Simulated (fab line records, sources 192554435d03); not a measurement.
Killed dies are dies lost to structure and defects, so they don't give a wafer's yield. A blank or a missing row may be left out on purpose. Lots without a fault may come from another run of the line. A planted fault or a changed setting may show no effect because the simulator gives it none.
A struck lot beside a sound one | flow n5_finfet | 15 steps out of a route of 1938
Sound: wafers L177.2, L177.4, L177.6. Struck: wafers L182.1, L182.5. (L182.4 of the same lot was not struck and is left out.) The cause comes at the end.
At each step with rows: each side's tool, then ch and its chambers, then its first start. Under that, the readings that differ: sound wafers | struck wafers | difference of the means | sigmas: that difference in standard deviations of wafers without a fault.
alike: readings whose means differ by less than 2 such deviations, and words and numbers that are the same on both sides. not compared: withheld readings, readings that some wafer has no value for, bounds like >300 that may hide the same value, and numbers for which the record gives no deviation and whose values overlap.
The two part at a step that has a row with sigmas, a row that says differs or no value, or rows on one side only. Numbers that don't overlap but have no deviation are shown without sigmas and don't part them. A reading that every wafer of one side lacks parts them only if that side has two wafers or more.

first, 1 step without rows for these wafers: N5_BEOL_M11_DEVELOP_27 (develop time 30 s).
N5_BEOL_M11_CD_MEAS_28: target cd 70 nm.
  sound on cd_sem-02 ch 0, day 10 18:15; struck on cd_sem-01 ch 0, day 12 08:53
  alike: cd_nm
N5_BEOL_M11_OVL_MEAS_29:
  sound on overlay-01 ch 0, day 10 18:18; struck on overlay-01 ch 0, day 12 08:55
  reading      | sound       | struck  | difference | sigmas
  V10_OVL (nm) | 2.7 1.2 2.1 | 0.3 0.7 | -1.5       | -2
N5_BEOL_M11_INSPECT_30: inspects for defects (brightfield).
  sound on defect_inspect-01, day 10 18:20; struck on defect_inspect-02, day 12 08:56
  alike: raw_defect_count
N5_BEOL_M11_DESCUM_33: chemistry O2, time 7.9 s.
  sound on rie_diel-02 ch 0,3, day 10 18:22; struck on rie_diel-03 ch 0,2, day 12 09:05
  alike: drypump_motor_current_A, oes_product_au, rf_vpp_V, showerhead_plenum_p_Torr, throttle_valve_pct
  not compared: rf_hours_counter_h
then, 3 steps without rows for these wafers: N5_BEOL_M11_ETCH_65 (etches SiARC in CF4, target depth 39 nm, time 65 s); N5_BEOL_M11_ETCH_66 (etches SOC in N2/H2, target depth 120 nm, overetch 24 nm, time 180 s); N5_BEOL_M11_STRIP_69 (strips in N2/H2).
N5_BEOL_M11_VIA_ETCH_34: etches SiCOH lowk in C4F6/O2, target depth 184.5 nm, time 69.2 s.
  sound on rie_diel-02 ch 0,3, day 10 18:34; struck on rie_diel-03 ch 0,2, day 12 09:17
  alike: O2_flow_sccm, drypump_motor_current_A, oes_product_au, rf_vpp_V, run_length_s, showerhead_plenum_p_Torr, throttle_valve_pct
  not compared: rf_hours_counter_h
then, 1 step without rows for these wafers: N5_BEOL_M11_STRIP_73 (strips in C4F6/O2).
N5_BEOL_M11_STRIP_36: strips in N2/H2.
  sound on rie_diel-02 ch 0,3, day 10 18:38; struck on rie_diel-03 ch 0,2, day 12 09:21
  alike: drypump_motor_current_A, oes_product_au, rf_vpp_V, showerhead_plenum_p_Torr, throttle_valve_pct
  not compared: rf_hours_counter_h
N5_BEOL_M11_TRENCH_ETCH_37: etches SiCOH lowk in C4F6/O2, target depth 148.83 nm, time 48 s.
  sound on rie_diel-02 ch 0,3; struck on rie_diel-03 ch 0,2
  alike: O2_flow_sccm, drypump_motor_current_A, oes_product_au, rf_vpp_V, run_length_s, showerhead_plenum_p_Torr, throttle_valve_pct
  not compared: rf_hours_counter_h
N5_BEOL_M11_ETCH_41: etches SiCN in CH3F/O2, target depth 42.6 nm, time 86 s.
  sound on rie_diel-02 ch 0,3, day 10 18:43; struck on rie_diel-03 ch 0,2, day 12 09:26
  reading                  | sound             | struck      | difference | sigmas
  run_length_s (s)         | 109.4 110.3 109.6 | 117.5 116.4 | +7.2       | +18
  model.etch.depth_nm (nm) | 32.35 33.14 33.05 | 36.47 34.95 | +2.86      |
  alike: O2_flow_sccm, drypump_motor_current_A, oes_product_au, rf_vpp_V, showerhead_plenum_p_Torr, throttle_valve_pct
  not compared: rf_hours_counter_h
N5_BEOL_M11_STRIP_77: strips in N2/H2, time 10 s.
  sound on rie_diel-02 ch 0,3; struck on rie_diel-03 ch 0,2
  alike: drypump_motor_current_A, oes_product_au, rf_vpp_V, showerhead_plenum_p_Torr, throttle_valve_pct
  not compared: rf_hours_counter_h
then, 1 step without rows for these wafers: N5_PASSIVATION_PROBE_49.

WHERE THEY PART
First at N5_BEOL_M11_OVL_MEAS_29; last, within this record, at N5_BEOL_M11_ETCH_41. Later steps at which nothing parts them and some readings are alike: N5_BEOL_M11_STRIP_77.

WHY: what the simulator had put in
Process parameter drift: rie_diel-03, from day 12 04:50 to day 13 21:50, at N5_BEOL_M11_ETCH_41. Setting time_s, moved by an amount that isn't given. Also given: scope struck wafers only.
